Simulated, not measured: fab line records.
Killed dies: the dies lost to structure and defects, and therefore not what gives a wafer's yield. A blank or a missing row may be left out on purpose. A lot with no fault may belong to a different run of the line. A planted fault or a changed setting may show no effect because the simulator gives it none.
fab line records    flow nand-harc
record lots=12  wafers=36  last-day=24
route steps=1159 shown A_STAIRCASE@550 END@1159
lots that met no fault: from a run of the same line without faults
start-h: the number of hours between the record's first day and the start of the first shown wafer of the lot    wait-h: hours from the lot's prior step to this one    " as in the row above    L1.1+2: several wafers, shown together as one row    - no value, or no start given    * or withheld: withheld    < > ~ a bound
route shown NAME@n: a module of which the file shows steps, and the number in the route of the first    usual: average and standard deviation across the fault-free wafers    same: alike in all rows    chamber/n: place in a boat    sites: per-site readings    _std_site: the standard deviation of these    _edge_site: the outer-site mean with the inner-site mean subtracted    radius-mm: how far each site lies from the wafer's centre    mask NAME#n: copy n    behind: tool/chamber where the wafer was last shaped    hold: why the lot was held/for how many hours/how that ended    device: which transistor (n, p or np) failed to switch    end of line: tests run on the same wafers once the route is complete    a step without rows: its recipe alone    killed: count of dies lost to structure and defects at first sort (not the wafer's yield)    map: shows each die of a wafer: x if killed, . if not, _ if none is there
set.NAME: the setting the step ran with; set.NAME@STEP: the setting that earlier step ran with    model.NAME: the simulator's own value behind a step, which no gauge read
the route's steps for a sample of lots (tables are steps, rows are wafers)
services: a tool's chamber out of use, with start hour (start-h, from the record's first day; less than 0 if before it), hours out, and reason
## steps
# step NHARC_A_STAIRCASE_TRIM_14
# recipe time-s=211.2  o2-flow-sccm=500  ar-flow-sccm=0  bias-w=0  chemistry=O2
# usual drypump-motor-current-A=5.7/0.5  oes-product-au=0.996/0.011  rf-vpp-V=57.9/0.8  showerhead-plenum-p-Torr=3.54/0.11  throttle-valve-pct=17.035/0.0086
lot.wafer  tool         chamber  start-h  wait-h  drypump-motor-current-A  oes-product-au  rf-hours-counter-h  rf-vpp-V  showerhead-plenum-p-Torr  throttle-valve-pct
L435.1     rie-diel-06  2        -        -       6.2                      1.015           61                  57.6      3.61                      17.023
L435.2     "            1        "        "       5.8                      1.002           57                  58.7      3.65                      17.046
L435.6     "            2        "        "       6.2                      1.012           -                   57.7      3.61                      17.043
L436.1     rie-diel-06  1        -        -       5.9                      1.014           58                  57.3      3.65                      17.033
L436.2     "            2        "        "       6.1                      1.020           61                  57.8      3.61                      17.039
L436.6     "            0        "        "       5.3                      1.000           -                   58.1      3.48                      17.036
L437.1     rie-diel-12  2        -        -       5.5                      0.999           17                  58.6      3.53                      17.051
L437.4     "            3        "        "       4.7                      0.989           18                  56.9      3.44                      17.045
L437.5     "            2        "        "       5.5                      1.000           -                   56.7      3.53                      17.036
L441.4     rie-diel-12  0        -        -       5.8                      0.988           18                  56.7      3.52                      17.039
L441.1     "            2        "        "       5.4                      1.003           23                  58.1      3.53                      17.044
L441.6     "            0        "        "       5.8                      0.983           -                   58.8      3.52                      17.019
L446.1     rie-diel-12  2        -        -       5.5                      1.016           34                  58.8      3.52                      17.033
L446.5     "            1        "        "       6.1                      0.984           -                   57.6      3.65                      17.038
L446.6     "            2        "        "       5.5                      0.998           -                   58.1      3.52                      17.034
L448.3     rie-diel-08  0        -        -       5.8                      1.016           0                   58.2      3.40                      17.034
L448.1     "            3        "        "       5.2                      0.998           0                   57.8      3.46                      17.043
L448.5     "            0        "        "       5.8                      1.007           -                   57.7      3.41                      17.026
L450.4     rie-diel-08  0        -        -       5.8                      1.000           5                   56.5      3.40                      17.035
L450.5     "            1        "        "       6.6                      0.989           -                   57.4      3.69                      17.022
L450.6     "            2        "        "       5.8                      1.003           -                   57.7      3.31                      17.044
L451.4     rie-diel-06  0        -        -       5.2                      0.995           33                  58.3      3.46                      17.025
L451.2     "            2        "        "       6.1                      1.004           33                  57.9      3.59                      17.036
L451.6     "            1        "        "       5.8                      0.990           -                   57.9      3.64                      17.031
L452.3     rie-diel-12  3        -        -       4.7                      0.995           49                  57.8      3.42                      17.030
L452.1     "            1        "        "       6.0                      0.982           50                  57.3      3.64                      17.032
L452.6     "            3        "        "       4.8                      0.993           -                   58.3      3.42                      17.047
L453.1     rie-diel-08  0        -        -       5.8                      0.994           10                  55.7      3.40                      17.041
L453.3     "            1        "        "       6.6                      0.985           11                  58.9      3.69                      17.044
L453.5     "            0        "        "       5.8                      0.989           -                   58.2      3.40                      17.022
L455.3     rie-diel-12  3        -        -       4.7                      0.990           55                  57.2      3.42                      17.048
L455.4     "            0        "        "       5.9                      0.989           49                  57.8      3.50                      17.029
L455.6     "            3        "        "       4.7                      0.978           -                   56.6      3.42                      17.022
L457.1     rie-diel-06  0        -        -       5.2                      0.988           45                  57.1      3.45                      17.024
L457.4     "            1        "        "       5.9                      0.990           47                  57.9      3.63                      17.048
L457.6     "            3        "        "       6.1                      0.995           -                   57.7      3.65                      17.029
# step NHARC_A_STAIRCASE_TRIM_16
# recipe time-s=211.2  o2-flow-sccm=500  ar-flow-sccm=0  bias-w=0  chemistry=O2
# usual drypump-motor-current-A=5.7/0.48  oes-product-au=0.996/0.011  rf-vpp-V=57.8/0.93  showerhead-plenum-p-Torr=3.53/0.11  throttle-valve-pct=17.036/0.0085
lot.wafer  tool         chamber  start-h  wait-h  drypump-motor-current-A  oes-product-au  rf-hours-counter-h  rf-vpp-V  showerhead-plenum-p-Torr  throttle-valve-pct
L435.1     rie-diel-06  3        -        -       6.2                      0.999           62                  59.7      3.68                      17.036
L435.2     "            0        "        "       5.3                      1.004           66                  57.8      3.48                      17.045
L435.6     "            3        "        "       6.2                      1.008           -                   57.0      3.68                      17.028
L436.1     rie-diel-06  1        -        -       5.9                      1.022           58                  57.6      3.65                      17.037
L436.2     "            3        "        "       6.2                      1.004           62                  57.8      3.68                      17.052
L436.6     "            0        "        "       5.2                      1.001           -                   57.6      3.48                      17.027
L437.1     rie-diel-12  0        -        -       5.8                      0.979           12                  57.5      3.52                      17.026
L437.4     "            3        "        "       4.7                      0.995           18                  57.0      3.44                      17.042
L437.5     "            0        "        "       5.8                      0.982           -                   57.5      3.52                      17.041
L441.4     rie-diel-12  0        -        -       5.8                      0.986           18                  58.3      3.52                      17.035
L441.1     "            1        "        "       6.0                      0.993           22                  58.0      3.66                      17.046
L441.6     "            0        "        "       5.8                      0.983           -                   57.8      3.52                      17.027
L446.1     rie-diel-12  0        -        -       5.8                      0.974           28                  57.6      3.52                      17.040
L446.5     "            1        "        "       6.0                      0.992           -                   58.6      3.65                      17.056
L446.6     "            2        "        "       5.5                      1.006           -                   58.6      3.52                      17.010
L448.1     rie-diel-08  2        -        -       5.8                      1.005           0                   57.3      3.31                      17.031
L448.3     "            1        "        "       6.6                      0.976           0                   58.6      3.69                      17.026
L448.5     "            2        "        "       5.8                      0.990           -                   57.9      3.31                      17.039
L450.4     rie-diel-08  3        -        -       5.2                      1.000           7                   56.5      3.46                      17.041
L450.6     "            2        "        "       5.8                      1.009           -                   57.9      3.31                      17.019
L450.5     "            3        "        "       5.2                      0.985           -                   57.9      3.46                      17.033
L451.2     rie-diel-06  3        -        -       6.1                      1.000           32                  59.4      3.66                      17.033
L451.4     "            1        "        "       5.9                      1.001           32                  58.6      3.64                      17.040
L451.6     "            2        "        "       6.1                      1.015           -                   59.0      3.59                      17.034
L452.3     rie-diel-12  0        -        -       5.8                      0.990           44                  57.7      3.51                      17.029
L452.1     "            3        "        "       4.7                      0.995           50                  57.8      3.42                      17.032
L452.6     "            1        "        "       6.0                      0.973           -                   57.8      3.64                      17.034
L453.1     rie-diel-08  3        -        -       5.2                      0.995           13                  56.2      3.45                      17.034
L453.3     "            0        "        "       5.8                      0.998           10                  57.9      3.40                      17.024
L453.5     "            2        "        "       5.8                      1.001           -                   56.6      3.31                      17.038
L455.3     rie-diel-12  0        -        -       5.8                      0.997           49                  58.2      3.50                      17.032
L455.4     "            1        "        "       6.0                      0.985           54                  57.8      3.64                      17.025
L455.6     "            3        "        "       4.7                      1.000           -                   57.9      3.42                      17.051
L457.1     rie-diel-06  0        -        -       5.3                      1.005           46                  57.3      3.45                      17.043
L457.4     "            1        "        "       5.9                      0.985           47                  57.5      3.63                      17.026
L457.6     "            1        "        "       5.9                      0.987           -                   56.7      3.63                      17.038
# step NHARC_A_STAIRCASE_ETCH_27
# recipe target-depth-a=1000  time-s=40.5  ion-energy-ev=400  c4f8-flow-sccm=20  o2-flow-sccm=10  ar-flow-sccm=withheld  rf-w=600  bias-w=1000  chemistry=C4F8/O2
# usual oes-product-au=0.940/0.011  rf-vpp-V=896/4.4
lot.wafer  tool         chamber  start-h  wait-h  oes-product-au  rf-hours-counter-h  rf-vpp-V
L435.1     rie-diel-08  2        -        -       0.967           40                  889
L435.2     "            1        "        "       0.952           39                  902
L435.6     "            1        "        "       0.946           -                   902
L436.1     rie-diel-12  1        -        -       0.906           13                  901
L436.2     "            2        "        "       0.933           14                  895
L436.6     "            0        "        "       0.938           -                   896
L437.4     rie-diel-06  2        -        -       0.955           1                   900
L437.1     "            1        "        "       0.929           1                   902
L437.5     "            3        "        "       0.954           -                   900
L441.1     rie-diel-12  2        -        -       0.939           24                  896
L441.4     "            3        "        "       0.947           25                  893
L441.6     "            3        "        "       0.956           -                   893
L446.1     rie-diel-12  1        -        -       0.931           33                  903
L446.5     "            3        "        "       0.924           -                   894
L446.6     "            0        "        "       0.915           -                   895
L448.3     rie-diel-12  3        -        -       0.941           43                  892
L448.1     "            1        "        "       0.918           40                  901
L448.5     "            0        "        "       0.942           -                   896
L450.4     rie-diel-08  3        -        -       0.947           7                   893
L450.6     "            0        "        "       0.936           -                   892
L450.5     "            1        "        "       0.938           -                   900
L451.4     rie-diel-08  2        -        -       0.950           10                  887
L451.2     "            0        "        "       0.947           9                   890
L451.6     "            2        "        "       0.948           -                   887
L452.1     rie-diel-06  0        -        -       0.941           34                  892
L452.3     "            1        "        "       0.938           33                  900
L452.6     "            3        "        "       0.950           -                   901
L453.3     rie-diel-08  1        -        -       0.943           11                  902
L453.1     "            0        "        "       0.957           11                  892
L453.5     "            1        "        "       0.932           -                   902
L455.3     rie-diel-12  3        -        -       0.929           55                  892
L455.4     "            0        "        "       0.933           50                  894
L455.6     "            1        "        "       0.939           -                   898
L457.1     rie-diel-08  1        -        -       0.932           23                  900
L457.4     "            2        "        "       0.947           26                  888
L457.6     "            1        "        "       0.933           -                   902
# step NHARC_A_STAIRCASE_TRIM_189
# recipe time-s=211.2  o2-flow-sccm=500  ar-flow-sccm=0  bias-w=0  chemistry=O2
# usual drypump-motor-current-A=5.8/0.48  oes-product-au=0.995/0.011  rf-vpp-V=57.9/0.77  showerhead-plenum-p-Torr=3.53/0.12  throttle-valve-pct=17.037/0.0098
lot.wafer  tool         chamber  start-h  wait-h  drypump-motor-current-A  oes-product-au  rf-hours-counter-h  rf-vpp-V  showerhead-plenum-p-Torr  throttle-valve-pct
L435.1     rie-diel-12  2        243.75   -       5.4                      1.002           14                  57.6      3.53                      17.033
L435.2     "            3        "        "       4.7                      0.994           15                  58.4      3.44                      17.030
L435.6     "            0        "        "       5.9                      0.991           -                   58.1      3.53                      17.053
L436.2     rie-diel-08  2        244.59   -       5.8                      1.015           41                  56.4      3.32                      17.038
L436.1     "            1        "        "       6.6                      0.987           41                  58.0      3.71                      17.042
L436.6     "            2        "        "       5.8                      1.002           -                   56.6      3.32                      17.033
L437.1     rie-diel-12  1        253.90   -       6.0                      0.983           17                  57.0      3.66                      17.043
L437.4     "            3        "        "       4.7                      0.990           19                  56.6      3.44                      17.035
L437.5     "            2        "        "       5.5                      0.991           -                   58.8      3.53                      17.041
L441.4     rie-diel-08  3        267.85   -       5.2                      1.001           55                  57.7      3.47                      17.053
L441.1     "            0        "        "       5.8                      0.993           43                  58.5      3.41                      17.037
L441.6     "            1        "        "       6.6                      1.001           -                   58.8      3.70                      17.051
L446.1     rie-diel-08  1        299.36   -       6.6                      0.980           63                  57.9      3.69                      17.049
L446.6     "            2        "        "       5.8                      0.695           -                   56.6      3.32                      17.038
L446.5     "            1        "        "       6.6                      0.690           -                   58.5      3.69                      17.035
L448.1     rie-diel-08  3        316.40   -       5.2                      1.004           2                   57.2      3.46                      17.041
L448.3     "            1        "        "       6.6                      0.987           2                   57.9      3.69                      17.040
L448.5     "            2        "        "       5.9                      0.693           -                   57.0      3.31                      17.025
L450.4     rie-diel-12  1        330.84   -       6.0                      0.985           48                  58.4      3.64                      17.053
L450.5     "            0        "        "       5.9                      0.978           -                   56.8      3.51                      17.050
L450.6     "            1        "        "       6.0                      0.973           -                   57.9      3.64                      17.053
L451.2     rie-diel-12  0        341.01   -       5.8                      0.985           45                  57.6      3.51                      17.034
L451.4     "            3        "        "       4.7                      1.010           50                  55.8      3.42                      17.032
L451.6     "            0        "        "       5.8                      0.982           -                   57.5      3.51                      17.030
L452.3     rie-diel-12  2        341.42   -       5.5                      1.007           51                  58.4      3.51                      17.025
L452.1     "            0        "        "       5.9                      0.984           45                  59.0      3.51                      17.052
L452.6     "            2        "        "       5.5                      1.014           -                   56.5      3.51                      17.041
L453.3     rie-diel-06  0        346.96   -       5.3                      0.981           36                  57.0      3.46                      17.036
L453.1     "            1        "        "       5.8                      0.982           36                  57.8      3.63                      17.023
L453.5     "            2        "        "       6.2                      0.992           -                   58.1      3.59                      17.030
L455.3     rie-diel-06  3        356.82   -       6.2                      1.003           38                  57.7      3.66                      17.041
L455.4     "            0        "        "       5.2                      0.988           39                  56.6      3.45                      17.033
L455.6     "            2        "        "       6.2                      1.007           -                   58.0      3.59                      17.029
L457.1     rie-diel-06  2        379.72   -       6.1                      1.018           49                  58.5      3.58                      17.035
L457.4     "            3        "        "       6.2                      1.001           45                  58.6      3.65                      17.035
L457.6     "            2        "        "       6.1                      1.009           -                   56.6      3.58                      17.028
# step NHARC_END_SORT_01
# recipe temp-c=25
# usual killed-at-array=29/8.4  killed-at-other=0.7/1.2  killed-at-periphery=3.8/2.1  killed-dies=33/9  killed-open=3.4/2  killed-short=2.1/1.4
# same gross-dies=677
lot.wafer  tool       chamber  start-h  wait-h  killed-at-array  killed-at-other  killed-at-periphery  killed-dies  killed-open  killed-short
L446.1     prober-02  0        518.89   2.5     19               0                5                    24           3            1
L446.5     prober-02  0        522.07   3.7     670              0                7                    677          2            2
L446.6     prober-02  0        522.86   4.0     675              0                2                    677          2            1
L448.1     prober-01  0        518.95   2.5     21               0                5                    26           4            3
L448.3     prober-01  0        520.55   3.1     32               0                3                    35           2            3
L448.5     prober-01  0        522.15   3.7     671              1                5                    677          3            2
# killed by level:class
L446.1 A_SLIT:chamber-film-flake=11 A_CHANNEL_HOLE_D1:chamber-film-flake=3 A_CONTACT:chamber-film-flake=3 P_GATE:geometric-particle:open=1 P_M0:geometric-particle:open=1 P_M0:geometric-particle:short=1 A_ONON_D1:geometric-particle:open=1 P_STI:chamber-film-flake=1
L448.1 A_SLIT:chamber-film-flake=11 A_STAIRCASE:chamber-film-flake=4 A_CHANNEL_HOLE_D1:chamber-film-flake=3 P_CONTACT:geometric-particle:open=2 P_STI:geometric-particle:open=1 P_GATE:geometric-particle:short=1 P_M0:geometric-particle:open=1 A_CHANNEL_FILL_D1:geometric-particle:short=1
L448.3 A_SLIT:chamber-film-flake=10 A_CHANNEL_HOLE_D1:chamber-film-flake=7 A_STAIRCASE:chamber-film-flake=7 A_WL_FILL:chamber-film-flake=2 P_CONTACT:geometric-particle:short=1 A_CHANNEL_HOLE_D1:geometric-particle:short=1 A_WL_FILL:geometric-particle:open=1 A_M0:geometric-particle:open=1
L446.5 A_STAIRCASE:area-trim=645 A_SLIT:chamber-film-flake=11 A_CHANNEL_HOLE_D1:chamber-film-flake=5 P_CONTACT:chamber-film-flake=3 A_CONTACT:chamber-film-flake=3 P_GATE:chamber-film-flake=2 A_WL_FILL:chamber-film-flake=2 P_GATE:geometric-particle:short=1
L448.5 A_STAIRCASE:area-trim=638 A_SLIT:chamber-film-flake=13 A_STAIRCASE:chamber-film-flake=10 A_CHANNEL_HOLE_D1:chamber-film-flake=5 P_CONTACT:geometric-particle:open=2 A_WL_FILL:geometric-particle:short=2 P_GATE:chamber-film-flake=2 A_CONTACT:chamber-film-flake=2
L446.6 A_STAIRCASE:area-trim=653 A_SLIT:chamber-film-flake=12 A_CHANNEL_HOLE_D1:chamber-film-flake=3 A_WL_FILL:chamber-film-flake=2 P_CONTACT:geometric-particle:open=1 A_ONON_D1:geometric-particle:open=1 A_WL_FILL:geometric-particle:short=1 P_GATE:chamber-film-flake=1
## services
tool         chamber  start-h  hours  kind
rie-diel-08  0        216.33   1.2    repair
rie-diel-12  0        217.92   8.8    repair
rie-diel-08  0        221.02   31.8   repair
rie-diel-12  -        221.21   0.3    repair
rie-diel-12  0        235.96   -      clean
rie-diel-12  1        235.96   -      clean
rie-diel-12  2        235.96   -      clean
rie-diel-12  3        235.96   -      clean
rie-diel-08  3        240.57   5.9    repair
rie-diel-06  -        241.21   9.0    pm
rie-diel-08  2        245.58   13.5   repair
rie-diel-12  0        260.61   -      clean
rie-diel-12  1        260.61   -      clean
rie-diel-12  2        260.61   -      clean
rie-diel-12  3        260.61   -      clean
rie-diel-12  2        271.12   2.6    repair
rie-diel-12  0        285.51   -      clean
rie-diel-12  1        285.51   -      clean
rie-diel-12  2        285.51   -      clean
rie-diel-06  -        289.23   1.7    repair
rie-diel-08  -        301.88   9.0    pm
rie-diel-06  1        302.71   4.0    repair
rie-diel-12  2        373.74   7.6    repair
rie-diel-12  -        379.46   9.0    pm
## key
first-sign step=NHARC_A_STAIRCASE_TRIM_189  reading=oes-product-au  direction=down  sigmas=27  usual=0.995  struck=0.693
effect step=NHARC_END_SORT_01  reading=killed-at-array  direction=up  sigmas=76  usual=29  struck=672
more-kills-born-at NHARC_A_STAIRCASE_TRIM_189@rie-diel-08=1936
met-at NHARC_A_STAIRCASE_TRIM_189
struck-lots L446,L448
struck-wafers L446.5,L446.6,L448.5
later-rows-left-out L446.5,L446.6,L448.5
tester-left-out L446,L448
not-acting-at NHARC_A_STAIRCASE_TRIM_14,NHARC_A_STAIRCASE_TRIM_16,NHARC_A_STAIRCASE_ETCH_27
onset-between 267.85 299.36
fault kind=process-parameter-drift  tool=rie-diel-08  chamber=-  onset-h=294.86  steps=NHARC_A_STAIRCASE_TRIM_189  channel=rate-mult  offset=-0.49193  shape=step  end-h=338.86  scope=struck-wafers-only
# tester-left-out: of these lots the tester's yield and bins aren't shown, on N5 and GAA mostly nor the transistor test; their killed dies are dies lost to structure and defects alone, not to doping, threshold or leakage, so they don't give the yield
# later-rows-left-out: the simulator's readings of these wafers behind a module that went badly wrong aren't trusted and aren't shown, but for the sort
